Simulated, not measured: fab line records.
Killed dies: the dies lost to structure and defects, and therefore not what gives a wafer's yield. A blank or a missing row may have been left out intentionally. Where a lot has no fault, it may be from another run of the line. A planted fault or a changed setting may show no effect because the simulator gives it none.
Matching of chambers | flow nand harc | NHARC_A_STAIRCASE_ETCH_313 on rie diel-02: 4 sister chambers
The step etches the open film in CF4/CHF3. 14 wafers are shown with their chamber, then 7 later ones without.

## WAFERS, EACH WITH ITS CHAMBER
wafer  | chamber | drypump motor current A (A) | showerhead plenum p Torr (Torr) | rf vpp V (V)
L075.1 | 3       | 5.2                         | 1.55                            | 369.6
L075.2 | 1       | 5.9                         | 1.47                            | 366.2
L075.3 | 2       | 5.3                         | 1.52                            | 368.9
L078.1 | 2       | 5.3                         | 1.52                            | 368.0
L078.4 | 0       | 5.8                         | 1.52                            | 368.3
L078.6 | 2       | 5.3                         | 1.52                            | 368.6
L079.3 | 1       | 6.0                         | 1.47                            | 367.0
L079.4 | 0       | 5.8                         | 1.51                            | 368.7
L079.6 | 1       | 6.0                         | 1.47                            | 365.3
L089.1 | 1       | 6.0                         | 1.47                            | 367.7
L089.3 | 3       | 5.2                         | 1.54                            | 369.7
L089.4 | 0       | 5.8                         | 1.51                            | 369.4
L090.4 | 2       | 5.3                         | 1.52                            | 369.1
L090.5 | 3       | 5.2                         | 1.54                            | 369.1

SIGNATURES, as means of the wafers listed above
reading                  | chamber 0 | chamber 1 | chamber 2 | chamber 3 | scatter within a chamber
drypump motor current A  | 5.800     | 5.975     | 5.300     | 5.200     | 0.0274
showerhead plenum p Torr | 1.5133    | 1.4700    | 1.5200    | 1.5433    | 0.00365
rf vpp V                 | 368.800   | 366.550   | 368.650   | 369.467   | 0.688
Rule: for each reading, subtract the chamber's mean from the wafer's reading, divide by that reading's scatter and square the result; add these up over the readings and take the root, which gives the wafer's distance from the chamber. If the next closest chamber is less than 2 further off than the closest, the wafer can't be placed; otherwise it belongs to the closest. The scatter is the square root of a quotient: the sum, over the shown wafers, of each reading's squared deviation from its chamber's mean, divided by wafers minus chambers.

## WAFERS MISSING THEIR CHAMBER
wafer  | drypump motor current A (A) | showerhead plenum p Torr (Torr) | rf vpp V (V)
L090.6 | 5.3                         | 1.52                            | 369.1
L091.2 | 5.3                         | 1.52                            | 368.5
L091.4 | 5.2                         | 1.54                            | 369.6
L091.5 | 5.2                         | 1.54                            | 369.8
L095.3 | 5.4                         | 1.51                            | 368.7
L095.4 | 5.2                         | 1.54                            | 368.4
L095.6 | 6.0                         | 1.46                            | 366.7

## WHICH CHAMBER EACH WENT THROUGH
wafer  | from the rows above | in truth
L090.6 | 2                   | 2
L091.2 | 2                   | 2
L091.4 | 3                   | 3
L091.5 | 3                   | 3
L095.3 | 2                   | 2
L095.4 | 3                   | 3
L095.6 | 1                   | 1
Correct placement for 7 of the 7. From these rows, 0 cannot be placed. Wrongly placed: 0.
